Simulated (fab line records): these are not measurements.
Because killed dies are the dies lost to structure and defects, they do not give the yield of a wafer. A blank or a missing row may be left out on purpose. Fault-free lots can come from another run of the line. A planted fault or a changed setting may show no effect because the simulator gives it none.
Which tool was responsible? :: flow nand-harc :: 36 wafers from 12 lots sampled at 5 of the route's 1159 steps

WHAT THE GAUGES READ, wafer by wafer
NHARC_END_SORT_01.
lot: L595
measured: day 22 01:23
on: prober-02
killed-at-array: 24 673 23
killed-at-other: 3 2 5
killed-at-periphery: 4 2 4
killed-dies: 31 677 32
killed-open: 2 7 3
killed-short: 0 1 5

lot: L596
measured: day 23 18:03
on: prober-01
killed-at-array: 675 672 34
killed-at-other: 0 2 1
killed-at-periphery: 2 2 0
killed-dies: 677 676 35
killed-open: 1 4 7
killed-short: 0 4 2

TOOL THAT RAN EACH LOT (tool first, then ch and the chambers of the sampled wafers, then the start)
lot: L586
NHARC_A_STAIRCASE_ETCH_15: rie-diel-04 ch 0,2,3, day 11 16:26
NHARC_A_STAIRCASE_TRIM_18: rie-diel-04 ch 2,3, no start
NHARC_A_STAIRCASE_ETCH_25: rie-diel-04 ch 2,3, no start
NHARC_A_STAIRCASE_TRIM_26: rie-diel-04 ch 0,1,2, no start

lot: L591
NHARC_A_STAIRCASE_ETCH_15: rie-diel-09 ch 0,1,3, day 13 06:20
NHARC_A_STAIRCASE_TRIM_18: rie-diel-09 ch 0,2,3, no start
NHARC_A_STAIRCASE_ETCH_25: rie-diel-11 ch 0,1,3, no start
NHARC_A_STAIRCASE_TRIM_26: rie-diel-11 ch 0,1,3, no start

lot: L593
NHARC_A_STAIRCASE_ETCH_15: rie-diel-11 ch 2,3, day 13 15:10
NHARC_A_STAIRCASE_TRIM_18: rie-diel-11 ch 0,1,3, no start
NHARC_A_STAIRCASE_ETCH_25: rie-diel-04 ch 0,3, no start
NHARC_A_STAIRCASE_TRIM_26: rie-diel-04 ch 2,3, no start

lot: L595
NHARC_A_STAIRCASE_ETCH_15: rie-diel-09 ch 1,2,3, day 13 19:22
NHARC_A_STAIRCASE_TRIM_18: rie-diel-09 ch 0,1,3, day 22 01:23 or earlier
NHARC_A_STAIRCASE_ETCH_25: rie-diel-04 ch 1,2, day 22 01:23 or earlier
NHARC_A_STAIRCASE_TRIM_26: rie-diel-04 ch 0,3, day 22 01:23 or earlier

lot: L597
NHARC_A_STAIRCASE_ETCH_15: rie-diel-11 ch 0,1, day 14 16:10
NHARC_A_STAIRCASE_TRIM_18: rie-diel-11 ch 1,2, no start
NHARC_A_STAIRCASE_ETCH_25: rie-diel-04 ch 1,2,3, no start
NHARC_A_STAIRCASE_TRIM_26: rie-diel-04 ch 0,1,3, no start

lot: L596
NHARC_A_STAIRCASE_ETCH_15: rie-diel-09 ch 2,3, day 14 16:53
NHARC_A_STAIRCASE_TRIM_18: rie-diel-09 ch 2,3, day 23 18:03 or earlier
NHARC_A_STAIRCASE_ETCH_25: rie-diel-09 ch 0,1,2, day 23 18:03 or earlier
NHARC_A_STAIRCASE_TRIM_26: rie-diel-09 ch 0,1,3, day 23 18:03 or earlier

lot: L600
NHARC_A_STAIRCASE_ETCH_15: rie-diel-11 ch 0,2, day 15 07:09
NHARC_A_STAIRCASE_TRIM_18: rie-diel-11 ch 0,3, no start
NHARC_A_STAIRCASE_ETCH_25: rie-diel-09 ch 0,1, no start
NHARC_A_STAIRCASE_TRIM_26: rie-diel-09 ch 1,3, no start

lot: L602
NHARC_A_STAIRCASE_ETCH_15: rie-diel-11 ch 0,3, day 15 19:11
NHARC_A_STAIRCASE_TRIM_18: rie-diel-11 ch 0,2, no start
NHARC_A_STAIRCASE_ETCH_25: rie-diel-09 ch 0,2,3, no start
NHARC_A_STAIRCASE_TRIM_26: rie-diel-09 ch 1,2,3, no start

lot: L601
NHARC_A_STAIRCASE_ETCH_15: rie-diel-04 ch 0,2, day 15 19:25
NHARC_A_STAIRCASE_TRIM_18: rie-diel-04 ch 1,2, no start
NHARC_A_STAIRCASE_ETCH_25: rie-diel-11 ch 2,3, no start
NHARC_A_STAIRCASE_TRIM_26: rie-diel-11 ch 0,2, no start

lot: L604
NHARC_A_STAIRCASE_ETCH_15: rie-diel-04 ch 0,2,3, day 16 00:55
NHARC_A_STAIRCASE_TRIM_18: rie-diel-04 ch 0,2, no start
NHARC_A_STAIRCASE_ETCH_25: rie-diel-04 ch 0,3, no start
NHARC_A_STAIRCASE_TRIM_26: rie-diel-04 ch 1,2,3, no start

lot: L603
NHARC_A_STAIRCASE_ETCH_15: rie-diel-11 ch 2,3, day 16 02:55
NHARC_A_STAIRCASE_TRIM_18: rie-diel-11 ch 0,2,3, no start
NHARC_A_STAIRCASE_ETCH_25: rie-diel-11 ch 0,1, no start
NHARC_A_STAIRCASE_TRIM_26: rie-diel-11 ch 1,3, no start

lot: L605
NHARC_A_STAIRCASE_ETCH_15: rie-diel-11 ch 0,2,3, day 16 03:10
NHARC_A_STAIRCASE_TRIM_18: rie-diel-11 ch 0,1,2, no start
NHARC_A_STAIRCASE_ETCH_25: rie-diel-04 ch 1,2,3, no start
NHARC_A_STAIRCASE_TRIM_26: rie-diel-04 ch 0,1,3, no start
- NHARC_A_STAIRCASE_ETCH_15: etches the open film in C4F8/O2, target depth 100 nm, time 40.5 s.
- NHARC_A_STAIRCASE_TRIM_18: chemistry O2, time 211.2 s.
- NHARC_A_STAIRCASE_ETCH_25: etches the open film in C4F8/O2, target depth 100 nm, time 40.5 s.
- NHARC_A_STAIRCASE_TRIM_26: chemistry O2, time 211.2 s.

AS READ BY THE TOOLS THEMSELVES (means over the sampled wafers that have a number; for cases with no such wafer, the mark the record gives instead)
NHARC_A_STAIRCASE_ETCH_15.
lot: L586
tool: rie-diel-04
oes-product-au (a.u.): 0.940
rf-vpp-V (V): 899

lot: L591
tool: rie-diel-09
oes-product-au (a.u.): 0.929
rf-vpp-V (V): 898

lot: L593
tool: rie-diel-11
oes-product-au (a.u.): 0.944
rf-vpp-V (V): 898

lot: L595
tool: rie-diel-09
oes-product-au (a.u.): 0.879
rf-vpp-V (V): 897

lot: L597
tool: rie-diel-11
oes-product-au (a.u.): 0.948
rf-vpp-V (V): 893

lot: L596
tool: rie-diel-09
oes-product-au (a.u.): 0.824
rf-vpp-V (V): 893

lot: L600
tool: rie-diel-11
oes-product-au (a.u.): 0.926
rf-vpp-V (V): 897

lot: L602
tool: rie-diel-11
oes-product-au (a.u.): 0.939
rf-vpp-V (V): 895

lot: L601
tool: rie-diel-04
oes-product-au (a.u.): 0.963
rf-vpp-V (V): 899

lot: L604
tool: rie-diel-04
oes-product-au (a.u.): 0.943
rf-vpp-V (V): 899

lot: L603
tool: rie-diel-11
oes-product-au (a.u.): 0.926
rf-vpp-V (V): 895

lot: L605
tool: rie-diel-11
oes-product-au (a.u.): 0.931
rf-vpp-V (V): 897

NHARC_A_STAIRCASE_TRIM_18.
lot: L586
tool: rie-diel-04
drypump-motor-current-A (A): 5.7
oes-product-au (a.u.): 1.013
rf-vpp-V (V): 57.9
showerhead-plenum-p-Torr (Torr): 3.62
throttle-valve-pct (%): 17.028

lot: L591
tool: rie-diel-09
drypump-motor-current-A (A): 5.5
oes-product-au (a.u.): 1.005
rf-vpp-V (V): 57.5
showerhead-plenum-p-Torr (Torr): 3.55
throttle-valve-pct (%): 17.027

lot: L593
tool: rie-diel-11
drypump-motor-current-A (A): 5.4
oes-product-au (a.u.): 1.006
rf-vpp-V (V): 57.9
showerhead-plenum-p-Torr (Torr): 3.45
throttle-valve-pct (%): 17.038

lot: L595
tool: rie-diel-09
drypump-motor-current-A (A): 6.0
oes-product-au (a.u.): 0.998
rf-vpp-V (V): 58.0
showerhead-plenum-p-Torr (Torr): 3.59
throttle-valve-pct (%): 17.035

lot: L597
tool: rie-diel-11
drypump-motor-current-A (A): 5.8
oes-product-au (a.u.): 1.004
rf-vpp-V (V): 56.9
showerhead-plenum-p-Torr (Torr): 3.53
throttle-valve-pct (%): 17.029

lot: L596
tool: rie-diel-09
drypump-motor-current-A (A): 5.5
oes-product-au (a.u.): 0.996
rf-vpp-V (V): 57.2
showerhead-plenum-p-Torr (Torr): 3.50
throttle-valve-pct (%): 17.037

lot: L600
tool: rie-diel-11
drypump-motor-current-A (A): 5.3
oes-product-au (a.u.): 1.005
rf-vpp-V (V): 57.9
showerhead-plenum-p-Torr (Torr): 3.49
throttle-valve-pct (%): 17.033

lot: L602
tool: rie-diel-11
drypump-motor-current-A (A): 6.0
oes-product-au (a.u.): 0.998
rf-vpp-V (V): 59.1
showerhead-plenum-p-Torr (Torr): 3.55
throttle-valve-pct (%): 17.040

lot: L601
tool: rie-diel-04
drypump-motor-current-A (A): 5.5
oes-product-au (a.u.): 1.017
rf-vpp-V (V): 57.7
showerhead-plenum-p-Torr (Torr): 3.66
throttle-valve-pct (%): 17.038

lot: L604
tool: rie-diel-04
drypump-motor-current-A (A): 5.7
oes-product-au (a.u.): 1.003
rf-vpp-V (V): 58.0
showerhead-plenum-p-Torr (Torr): 3.64
throttle-valve-pct (%): 17.037

lot: L603
tool: rie-diel-11
drypump-motor-current-A (A): 5.7
oes-product-au (a.u.): 0.995
rf-vpp-V (V): 56.5
showerhead-plenum-p-Torr (Torr): 3.53
throttle-valve-pct (%): 17.033

lot: L605
tool: rie-diel-11
drypump-motor-current-A (A): 5.8
oes-product-au (a.u.): 1.000
rf-vpp-V (V): 57.7
showerhead-plenum-p-Torr (Torr): 3.48
throttle-valve-pct (%): 17.019

NHARC_A_STAIRCASE_ETCH_25.
lot: L586
tool: rie-diel-04
oes-product-au (a.u.): 0.955
rf-vpp-V (V): 897

lot: L591
tool: rie-diel-11
oes-product-au (a.u.): 0.941
rf-vpp-V (V): 893

lot: L593
tool: rie-diel-04
oes-product-au (a.u.): 0.961
rf-vpp-V (V): 898

lot: L595
tool: rie-diel-04
oes-product-au (a.u.): 0.945
rf-vpp-V (V): 901

lot: L597
tool: rie-diel-04
oes-product-au (a.u.): 0.962
rf-vpp-V (V): 899

lot: L596
tool: rie-diel-09
oes-product-au (a.u.): 0.936
rf-vpp-V (V): 901

lot: L600
tool: rie-diel-09
oes-product-au (a.u.): 0.951
rf-vpp-V (V): 901

lot: L602
tool: rie-diel-09
oes-product-au (a.u.): 0.946
rf-vpp-V (V): 896

lot: L601
tool: rie-diel-11
oes-product-au (a.u.): 0.938
rf-vpp-V (V): 898

lot: L604
tool: rie-diel-04
oes-product-au (a.u.): 0.947
rf-vpp-V (V): 896

lot: L603
tool: rie-diel-11
oes-product-au (a.u.): 0.943
rf-vpp-V (V): 893

lot: L605
tool: rie-diel-04
oes-product-au (a.u.): 0.956
rf-vpp-V (V): 899

NHARC_A_STAIRCASE_TRIM_26.
lot: L586
tool: rie-diel-04
drypump-motor-current-A (A): 5.5
oes-product-au (a.u.): 1.005
rf-vpp-V (V): 57.5
showerhead-plenum-p-Torr (Torr): 3.67
throttle-valve-pct (%): 17.047

lot: L591
tool: rie-diel-11
drypump-motor-current-A (A): 5.4
oes-product-au (a.u.): 1.007
rf-vpp-V (V): 57.5
showerhead-plenum-p-Torr (Torr): 3.45
throttle-valve-pct (%): 17.032

lot: L593
tool: rie-diel-04
drypump-motor-current-A (A): 5.9
oes-product-au (a.u.): 1.005
rf-vpp-V (V): 58.2
showerhead-plenum-p-Torr (Torr): 3.56
throttle-valve-pct (%): 17.030

lot: L595
tool: rie-diel-04
drypump-motor-current-A (A): 6.0
oes-product-au (a.u.): 0.999
rf-vpp-V (V): 58.1
showerhead-plenum-p-Torr (Torr): 3.55
throttle-valve-pct (%): 17.035

lot: L597
tool: rie-diel-04
drypump-motor-current-A (A): 5.7
oes-product-au (a.u.): 1.008
rf-vpp-V (V): 57.5
showerhead-plenum-p-Torr (Torr): 3.60
throttle-valve-pct (%): 17.043

lot: L596
tool: rie-diel-09
drypump-motor-current-A (A): 6.0
oes-product-au (a.u.): 1.003
rf-vpp-V (V): 58.3
showerhead-plenum-p-Torr (Torr): 3.59
throttle-valve-pct (%): 17.037

lot: L600
tool: rie-diel-09
drypump-motor-current-A (A): 6.1
oes-product-au (a.u.): 1.006
rf-vpp-V (V): 57.8
showerhead-plenum-p-Torr (Torr): 3.49
throttle-valve-pct (%): 17.036

lot: L602
tool: rie-diel-09
drypump-motor-current-A (A): 6.0
oes-product-au (a.u.): 1.000
rf-vpp-V (V): 57.7
showerhead-plenum-p-Torr (Torr): 3.54
throttle-valve-pct (%): 17.036

lot: L601
tool: rie-diel-11
drypump-motor-current-A (A): 6.0
oes-product-au (a.u.): 1.006
rf-vpp-V (V): 57.3
showerhead-plenum-p-Torr (Torr): 3.54
throttle-valve-pct (%): 17.026

lot: L604
tool: rie-diel-04
drypump-motor-current-A (A): 5.6
oes-product-au (a.u.): 1.002
rf-vpp-V (V): 58.1
showerhead-plenum-p-Torr (Torr): 3.61
throttle-valve-pct (%): 17.043

lot: L603
tool: rie-diel-11
drypump-motor-current-A (A): 5.1
oes-product-au (a.u.): 0.995
rf-vpp-V (V): 57.1
showerhead-plenum-p-Torr (Torr): 3.43
throttle-valve-pct (%): 17.041

lot: L605
tool: rie-diel-04
drypump-motor-current-A (A): 5.7
oes-product-au (a.u.): 1.011
rf-vpp-V (V): 57.4
showerhead-plenum-p-Torr (Torr): 3.60
throttle-valve-pct (%): 17.029

THE ANSWER, worked out from the rows above alone
Rule: what is usual is taken from the lots themselves. Put in order of their means at a reading, lots are off if they are a third of the lots or fewer, leave a main group of 4 or more, and stand apart from it by a gap of 3 or more times the standard deviation of the main group's means; of several such gaps the widest counts. If all means in a main group match to the digits the tables above print for the reading, that group is not used. A lot without any number at a reading at which 4 lots or more have one is off too. All remaining lots with rows at the step are treated as sound. The gauges are gone through in route order, then the tools' own readings, and for those a lot's mean is taken as printed above. At the first step where some lot is off, the reading lying furthest off is the one used; lots without a number count as furthest.
Off: L595, L596 (NHARC_A_STAIRCASE_ETCH_15, oes-product-au). Mean 0.939 a.u. and standard deviation 0.011 in the main group.
A tool fits if, at that step or a process step before it, it ran every lot that is off, and no sound lot after the first of them. One candidate fits, namely rie-diel-09 at NHARC_A_STAIRCASE_ETCH_15. Its last sound lot is L591 (day 13 06:20), its first lot that is off L595 (day 13 19:22): a fault that began between those two fits.
The tool's own readings at NHARC_A_STAIRCASE_ETCH_15 bear it out: on the lots that are off they differ by more than 5 times the standard deviation of the sound lots' means. oes-product-au reads 0.851 a.u. there against 0.939 a.u. on the sound lots.

WHAT THE SIMULATOR HAD INSERTED
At NHARC_A_STAIRCASE_ETCH_15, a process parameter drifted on rie-diel-09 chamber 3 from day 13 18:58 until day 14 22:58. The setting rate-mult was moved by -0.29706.
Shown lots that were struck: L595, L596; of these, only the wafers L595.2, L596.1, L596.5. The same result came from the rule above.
